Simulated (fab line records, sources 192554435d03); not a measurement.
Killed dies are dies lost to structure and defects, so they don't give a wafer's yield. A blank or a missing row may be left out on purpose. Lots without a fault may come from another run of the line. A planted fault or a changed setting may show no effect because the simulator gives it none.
Chamber matching | flow n5_finfet | N5_BEOL_M3_ETCH_70 on rie_diel-03: 4 sister chambers
The step etches SOC in N2/H2, target depth 80 nm, overetch 16 nm, time 120 s. 16 wafers are shown with their chamber, then 8 later ones without.

WAFERS WITH THEIR CHAMBER
wafer  | chamber | drypump_motor_current_A (A) | showerhead_plenum_p_Torr (Torr) | throttle_valve_pct (%)
L078.1 | 0       | 6.40                        | 2.48                            | 17.55
L078.2 | 3       | 5.70                        | 2.44                            | 18.09
L078.4 | 1       | 5.95                        | 2.56                            | 17.93
L083.2 | 1       | 5.94                        | 2.56                            | 17.97
L083.3 | 0       | 6.39                        | 2.48                            | 17.56
L083.4 | 0       | 6.41                        | 2.48                            | 17.57
L082.2 | 0       | 6.41                        | 2.47                            | 17.57
L082.4 | 1       | 5.94                        | 2.56                            | 17.96
L082.5 | 0       | 6.42                        | 2.47                            | 17.58
L085.3 | 0       | 6.42                        | 2.47                            | 17.60
L085.4 | 1       | 6.03                        | 2.55                            | 17.96
L085.5 | 3       | 5.70                        | 2.44                            | 18.11
L091.4 | 2       | 6.06                        | 2.41                            | 17.79
L091.5 | 1       | 5.95                        | 2.55                            | 17.99
L091.6 | 0       | 6.43                        | 2.47                            | 17.61
L092.1 | 3       | 5.72                        | 2.43                            | 18.13

SIGNATURES (means of the wafers above)
reading                  | chamber 0 | chamber 1 | chamber 2 | chamber 3 | scatter within a chamber
drypump_motor_current_A  | 6.4114    | 5.9620    | 6.0600    | 5.7067    | 0.0245
showerhead_plenum_p_Torr | 2.4743    | 2.5560    | 2.4100    | 2.4367    | 0.00546
throttle_valve_pct       | 17.5771   | 17.9620   | 17.7900   | 18.1100   | 0.0213
Rule: a wafer's distance from a chamber is the root of the sum, over the readings, of the square of ((its reading less the chamber's mean) divided by the reading's scatter). The wafer belongs to the nearest chamber; if the next one is less than 2 further off, it can't be placed. The scatter: the root of (the sum of the squares of (reading less its chamber's mean) over the shown wafers, divided by (wafers less chambers)).

WAFERS WITHOUT THEIR CHAMBER
wafer  | drypump_motor_current_A (A) | showerhead_plenum_p_Torr (Torr) | throttle_valve_pct (%)
L092.3 | 5.98                        | 2.55                            | 17.99
L092.4 | 6.40                        | 2.47                            | 17.60
L093.1 | 5.96                        | 2.55                            | 17.98
L093.2 | 6.08                        | 2.41                            | 17.79
L093.5 | 5.70                        | 2.43                            | 18.14
L097.2 | 6.42                        | 2.46                            | 17.63
L097.3 | 5.93                        | 2.55                            | 18.00
L097.5 | 5.93                        | 2.55                            | 18.01

WHICH CHAMBER EACH WENT THROUGH
wafer  | from the rows above | in truth
L092.3 | 1                   | 1
L092.4 | 0                   | 0
L093.1 | 1                   | 1
L093.2 | 2                   | 2
L093.5 | 3                   | 3
L097.2 | 0                   | 0
L097.3 | 1                   | 1
L097.5 | 1                   | 1
Placed correctly: 8 of 8. Can't be placed from these rows: 0. Placed wrongly: 0.
